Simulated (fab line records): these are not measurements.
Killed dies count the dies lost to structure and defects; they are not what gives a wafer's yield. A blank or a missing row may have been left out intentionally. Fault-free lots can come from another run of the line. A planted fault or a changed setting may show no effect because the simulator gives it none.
fab line records	flow n5Finfet
record lots=11	wafers=32	lastDay=17
route steps=1938 shown BEOL_M6@1242 BEOL_M7@1263 PASSIVATION@1936
lots that met no fault: taken from a fault-free run of the same line
startH: start of the lot's first displayed wafer, in hours after the record's first day	waitH: time in hours since the lot's previous step	" the same as in the row above	L1.1+2: one row covering several wafers at once	- either no value or no given start	* or withheld: withheld	< > ~ a bound
route shown NAME@n: names a module that has steps shown in the file, with the first one's number in the route	usual: mean and standard deviation over wafers with no fault	same: alike in all rows	chamber/n: place in a boat	sites: the reading at each site	_std_site: the values' standard deviation	_edge_site: outer sites' mean less inner sites'	radiusMm: how far each site lies from the wafer's centre	mask NAME#n: copy n	behind: the last tool/chamber to shape the wafer	hold: reason for holding the lot/hours on hold/outcome of the hold	device: the transistor (n, p or np) that didn't switch	end of line: tests run on the same wafers once the route is complete	a step without rows: its recipe alone	killed: dies that structure and defects cost at the first sort, which is not the same as the wafer's yield	map: per-die view of a wafer (x killed, . not killed, _ where there is no die)
set.NAME: setting as actually run; set.NAME@STEP: the setting as run at that earlier step	model.NAME: the simulator's own value behind a step, which no gauge read
one table for each step of the route and one row for each wafer, over a sample of lots
services: the hour from which a tool's chamber was out of use, counted from the record's first day as startH (under 0 if before that day), plus the number of hours and why
## steps
# step N5_BEOL_M6_OCD_MEAS_38
# usual trenchDepthNm=93.6/1.9
lot.wafer	tool	chamber	startH	waitH	trenchDepthNm
L452.3	ocd-01	-	177.30	-	91.1
L452.4	"	-	"	"	92.6
L452.5	"	-	"	"	91.6
L453.2	ocd-02	-	182.62	-	97.1
L453.4	"	-	"	"	96.1
L453.6	"	-	"	"	95.0
L454.2	ocd-01	-	197.66	-	91.2
L454.5	"	-	"	"	93.7
L454.6	"	-	"	"	90.9
L456.1	ocd-02	-	197.73	-	91.6
L456.2	"	-	"	"	93.4
L456.6	"	-	"	"	90.5
L458.1	ocd-01	-	205.04	-	96.3
L458.3	"	-	"	"	94.7
L458.5	"	-	"	"	90.4
L457.4	ocd-01	-	211.29	-	93.8
L457.5	"	-	"	"	94.3
L462.2	ocd-01	-	247.54	-	95.6
L462.3	"	-	"	"	93.8
L462.6	"	-	"	"	95.5
L463.1	ocd-01	-	247.65	-	90.3
L463.3	"	-	"	"	94.2
L463.6	"	-	"	"	91.4
L470.2	ocd-02	-	296.82	-	91.2
L470.3	"	-	"	"	95.8
L470.5	"	-	"	"	94.2
L474.3	ocd-02	-	321.71	-	96.2
L474.5	"	-	"	"	94.5
L474.6	"	-	"	"	94.1
L475.1	ocd-02	-	323.94	-	94.2
L475.2	"	-	"	"	94.5
L475.6	"	-	"	"	95.1
# step N5_BEOL_M6_DEP_56
# recipe material=SiCN	targetThkA=100	tempC=withheld	precursor=3MS/NH3	pressureTorr=3	rfW=202	timeS=17.5
# usual showerheadPlenumPTorr=3.663/0.01	throttleValvePct=8.9/0.48
lot.wafer	tool	chamber	startH	waitH	showerheadPlenumPTorr	throttleValvePct
L452.3	pecvd-04	1	182.12	0.0	3.657	8.9
L452.4	"	0	"	"	3.662	8.6
L452.5	"	2	"	"	3.678	8.7
L453.2	pecvd-04	2	186.89	0.0	3.685	8.5
L453.4	"	0	"	"	3.668	8.2
L453.6	"	2	"	"	3.673	8.5
L454.2	pecvd-01	2	199.76	0.0	3.662	9.1
L454.5	"	2	"	"	3.664	9.0
L454.6	"	1	"	"	3.666	8.4
L456.1	pecvd-01	2	200.19	0.0	3.656	9.2
L456.2	"	0	"	"	3.655	9.0
L456.6	"	2	"	"	3.661	9.1
L458.1	pecvd-01	1	208.24	0.0	3.666	8.4
L458.3	"	0	"	"	3.661	8.6
L458.5	"	0	"	"	3.664	8.9
L457.4	pecvd-04	2	215.00	0.0	3.693	8.6
L457.5	"	2	"	"	3.674	8.6
L462.2	pecvd-04	1	250.14	0.0	3.640	9.4
L462.3	"	0	"	"	3.656	8.4
L462.6	"	1	"	"	3.638	9.4
L463.1	pecvd-01	2	250.98	0.0	3.655	9.1
L463.3	"	2	"	"	3.663	9.3
L463.6	"	1	"	"	3.676	8.3
L470.2	pecvd-01	0	300.09	0.0	3.653	8.9
L470.3	"	2	"	"	3.656	9.3
L470.5	"	1	"	"	3.670	8.4
L474.3	pecvd-01	2	324.57	0.0	3.664	9.2
L474.5	"	2	"	"	3.674	9.1
L474.6	"	0	"	"	3.670	9.2
L475.1	pecvd-03	2	326.18	0.0	3.678	8.4
L475.2	"	1	"	"	3.651	10.1
L475.6	"	2	"	"	3.670	8.9
# step N5_BEOL_M7_ILD_DEP_00
# recipe material=SiCOH_lowk	targetThkA=1797.5	tempC=300	precursor=DEMS/porogen	pressureTorr=5	rfW=500	timeS=33.4
# usual heaterPowerOuterW=142/39	heaterPowerW=306/59	showerheadPlenumPTorr=5.738/0.012	susceptorTempC=300.02/0.2	throttleValvePct=14.2/0.99
lot.wafer	tool	chamber	startH	waitH	heaterPowerOuterW	heaterPowerW	showerheadPlenumPTorr	susceptorTempC	throttleValvePct
L452.3	pecvd-03	1	182.25	0.0	129	266	5.732	299.94	15.6
L452.4	"	2	"	"	108	247	5.742	300.04	12.9
L452.5	"	1	"	"	133	275	5.717	300.09	15.4
L453.2	pecvd-02	2	187.03	0.0	191	350	5.762	300.00	14.1
L453.4	"	1	"	"	155	342	5.734	299.94	14.0
L453.6	"	2	"	"	189	357	5.729	299.92	14.5
L454.2	pecvd-02	0	199.95	0.1	110	287	5.750	299.94	16.0
L454.5	"	2	"	"	154	307	5.746	299.70	14.1
L454.6	"	1	"	"	158	351	5.732	299.92	14.2
L456.1	pecvd-02	1	200.50	0.2	152	332	5.734	299.92	13.9
L456.2	"	0	"	"	97	281	5.740	300.51	15.6
L456.6	"	0	"	"	103	283	5.737	300.22	15.8
L458.1	pecvd-02	2	208.37	0.0	154	315	5.736	300.14	14.2
L458.3	"	0	"	"	125	313	5.763	300.04	16.1
L458.5	"	2	"	"	164	324	5.736	300.02	14.1
L457.4	pecvd-04	2	215.15	0.1	135	306	5.758	299.88	13.2
L457.5	"	0	"	"	208	408	5.736	300.53	13.0
L462.2	pecvd-02	0	250.28	0.0	131	314	5.734	300.17	15.8
L462.3	"	1	"	"	145	333	5.741	300.39	14.2
L462.6	"	0	"	"	133	322	5.747	300.01	15.9
L463.1	pecvd-04	2	251.13	0.0	130	300	5.749	299.97	13.1
L463.3	"	1	"	"	82	206	5.733	300.15	14.0
L463.6	"	0	"	"	294	545	5.734	327.29	12.9
L470.2	pecvd-02	1	300.22	0.0	154	334	5.741	299.96	14.4
L470.3	"	2	"	"	186	358	5.733	299.64	14.0
L470.5	"	0	"	"	95	270	5.739	300.17	15.9
L474.3	pecvd-03	0	324.70	0.0	114	253	5.748	300.35	14.1
L474.5	"	0	"	"	114	268	5.724	300.66	14.1
L474.6	"	2	"	"	94	220	5.742	300.09	13.3
L475.1	pecvd-03	1	326.31	0.0	139	278	5.737	299.86	15.8
L475.2	"	2	"	"	122	257	5.757	299.88	13.3
L475.6	"	0	"	"	131	282	5.734	299.67	14.1
# step N5_BEOL_M7_THK_MEAS_01
# recipe reads=SiCOH_lowk_of_BEOL_M7_ILD_DEP_00
# usual M7_ILD_THK=154.0/2.2
lot.wafer	tool	chamber	startH	waitH	M7_ILD_THK[nm]
L452.3	filmMetro-01	-	182.83	0.3	156.5
L452.4	"	-	"	"	157.1
L452.5	"	-	"	"	158.4
L453.2	filmMetro-01	-	187.61	0.4	152.0
L453.4	"	-	"	"	155.3
L453.6	"	-	"	"	153.4
L454.2	filmMetro-01	-	200.74	0.4	155.1
L454.5	"	-	"	"	156.8
L454.6	"	-	"	"	155.4
L456.1	filmMetro-01	-	201.08	0.4	151.0
L456.2	"	-	"	"	154.6
L456.6	"	-	"	"	156.7
L458.1	filmMetro-01	-	208.95	0.4	150.1
L458.3	"	-	"	"	155.4
L458.5	"	-	"	"	153.4
L457.4	filmMetro-01	-	217.32	0.7	156.7
L457.5	"	-	"	"	157.3
L462.2	filmMetro-01	-	251.11	0.4	152.0
L462.3	"	-	"	"	154.0
L462.6	"	-	"	"	154.3
L463.1	filmMetro-01	-	252.19	0.8	151.6
L463.3	"	-	"	"	152.2
L463.6	"	-	"	"	134.0
L470.2	filmMetro-01	-	300.79	0.4	156.5
L470.3	"	-	"	"	153.6
L470.5	"	-	"	"	156.3
L474.3	filmMetro-01	-	325.28	0.3	151.7
L474.5	"	-	"	"	153.8
L474.6	"	-	"	"	151.6
L475.1	filmMetro-01	-	326.89	0.4	150.9
L475.2	"	-	"	"	150.3
L475.6	"	-	"	"	155.6
# step N5_BEOL_M7_HM_DEP_02
# recipe material=TiN	targetThkA=200	tempC=25	chamberPressurePa=0.49996
# usual susceptorTempC=24.99/0.1	throttleValvePct=30.1/0.9
lot.wafer	tool	chamber	startH	waitH	susceptorTempC	throttleValvePct
L452.3	pvdSputter-02	-	182.97	0.1	25.15	30.3
L452.4	"	-	"	"	24.99	30.9
L452.5	"	-	"	"	25.05	31.3
L453.2	pvdSputter-03	-	188.90	1.2	24.91	28.0
L453.4	"	-	"	"	25.00	30.1
L453.6	"	-	"	"	24.91	30.2
L454.2	pvdSputter-02	-	201.57	0.8	25.14	30.4
L454.5	"	-	"	"	24.91	29.5
L454.6	"	-	"	"	25.14	31.1
L456.1	pvdSputter-03	-	201.63	0.5	25.03	28.3
L456.2	"	-	"	"	25.01	29.9
L456.6	"	-	"	"	24.92	29.7
L458.1	pvdSputter-02	-	210.37	1.4	25.21	31.4
L458.3	"	-	"	"	25.01	29.6
L458.5	"	-	"	"	25.15	31.7
L457.4	pvdSputter-02	-	217.51	0.1	24.87	29.4
L457.5	"	-	"	"	25.13	30.4
L462.2	pvdSputter-02	-	254.24	3.1	25.09	30.6
L462.3	"	-	"	"	25.11	30.9
L462.6	"	-	"	"	24.97	31.3
L463.1	pvdSputter-02	-	254.66	2.4	25.14	31.4
L463.3	"	-	"	"	24.98	29.3
L463.6	"	-	"	"	25.08	30.5
L470.2	pvdSputter-01	-	302.36	1.5	25.10	31.6
L470.3	"	-	"	"	25.15	30.8
L470.5	"	-	"	"	25.12	29.1
L474.3	pvdSputter-02	-	325.38	0.0	24.98	31.0
L474.5	"	-	"	"	25.10	30.7
L474.6	"	-	"	"	24.99	30.7
L475.1	pvdSputter-03	-	327.26	0.3	24.98	30.1
L475.2	"	-	"	"	24.88	28.4
L475.6	"	-	"	"	24.81	29.6
# step N5_PASSIVATION_PROBE_49
# usual defectLimitedYield=91.1/1.5	killed_at_M0_to_M3=35/11	killed_at_M4_up=13/5.7	killedAtContacts=12/5.7	killedAtFrontEnd=40/11	killedAtOther=4/4.4	killedDies=105/18	killedOpen=68/14	killedShort=34/7.4	sort_bin_5_function=5.2/1	sort_bin_6_memory=3.3/0.67	sort_bin_8_speed=0.04/0.29	sortNPass=1074/18	sortYieldPct=91.0/1.5
# same grossDies=1180	killedAtBackSide=0	sort_bin_4_leakage[%]=0
lot.wafer	tool	chamber	startH	waitH	defectLimitedYield[%]	killed_at_M0_to_M3	killed_at_M4_up	killedAtContacts	killedAtFrontEnd	killedAtOther	killedDies	killedOpen	killedShort	sort_bin_5_function[%]	sort_bin_6_memory[%]	sort_bin_8_speed[%]	sortNPass	sortYieldPct[%]
L456.1	prober-01	-	282.14	0.0	88.7	35	13	27	56	2	133	111	21	7.1	3.9	0	1047	88.7
L456.2	prober-01	-	282.19	0.1	89.4	34	20	19	49	3	125	80	42	5.3	4.7	0	1055	89.4
L456.6	prober-01	-	282.39	0.3	92.5	26	12	6	43	2	89	69	20	4.6	2.9	0	1091	92.5
# killed by level:class
L456.1 MOL_CONTACT_COAG:geometricParticle:open=24 STI_FIN_REVEAL:geometricParticle:open=18 FIN_SAQP:geometricParticle:open=16 BEOL_M2:geometricParticle:open=10 BEOL_M1:geometricParticle:open=9 FIN_SAQP:geometricParticle:short=6 BEOL_M0_SAQP:geometricParticle:open=6 BEOL_M0_SAQP:geometricParticle:short=5
L456.2 MOL_CONTACT_COAG:geometricParticle:open=14 FIN_SAQP:geometricParticle:short=11 STI_FIN_REVEAL:geometricParticle:open=11 BEOL_M1:geometricParticle:open=10 BEOL_M0_SAQP:geometricParticle:open=7 BEOL_M4:geometricParticle:open=7 BEOL_M0_SAQP:geometricParticle:short=6 MOL_CONTACT_COAG:geometricParticle:short=5
L456.6 STI_FIN_REVEAL:geometricParticle:open=16 DUMMY_GATE:geometricParticle:open=7 BEOL_M0_SAQP:geometricParticle:open=7 FIN_SAQP:geometricParticle:open=6 MOL_CONTACT_COAG:geometricParticle:open=6 BEOL_M0_SAQP:geometricParticle:short=6 BEOL_M3:geometricParticle:open=5 STI_FIN_REVEAL:geometricParticle:short=4
## services
tool	chamber	startH	hours	kind
pecvd-01	-	160.27	1.6	repair
pecvd-01	2	166.77	2.1	scheduledDown
pvdSputter-02	-	177.09	4.0	repair
pecvd-04	-	191.31	14.0	repair
pecvd-03	-	192.42	28.1	pm
pecvd-04	1	211.99	6.6	repair
pecvd-02	-	217.23	0.5	repair
pecvd-03	0	225.35	14.4	repair
pecvd-04	-	234.31	0.6	repair
pecvd-03	1	237.13	6.8	repair
pecvd-01	0	245.86	8.9	repair
pecvd-03	0	268.45	2.1	scheduledDown
pecvd-02	0	284.96	2.1	scheduledDown
pecvd-02	-	322.09	5.5	pm
## key
firstSign step=N5_BEOL_M7_ILD_DEP_00	reading=susceptorTempC	direction=up	sigmas=99+	usual=*	struck=*
effect step=N5_BEOL_M7_ILD_DEP_00	reading=heaterPowerW	direction=up	sigmas=4	usual=*	struck=*
effect step=N5_BEOL_M7_THK_MEAS_01	reading=M7_ILD_THK	direction=down	sigmas=9.1	usual=154.0	struck=134.0
metAt N5_BEOL_M7_ILD_DEP_00
struckLots L463
struckWafers L463.6
notActingAt N5_BEOL_M6_OCD_MEAS_38,N5_BEOL_M6_DEP_56,N5_BEOL_M7_HM_DEP_02
onsetBetween 215.15 251.13
fault kind=processParameterDrift	tool=pecvd-04	chamber=0	onsetH=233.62	steps=N5_BEOL_M7_ILD_DEP_00	channel=tempC	offset=*	shape=step	endH=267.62	actsIn=*	stated=*
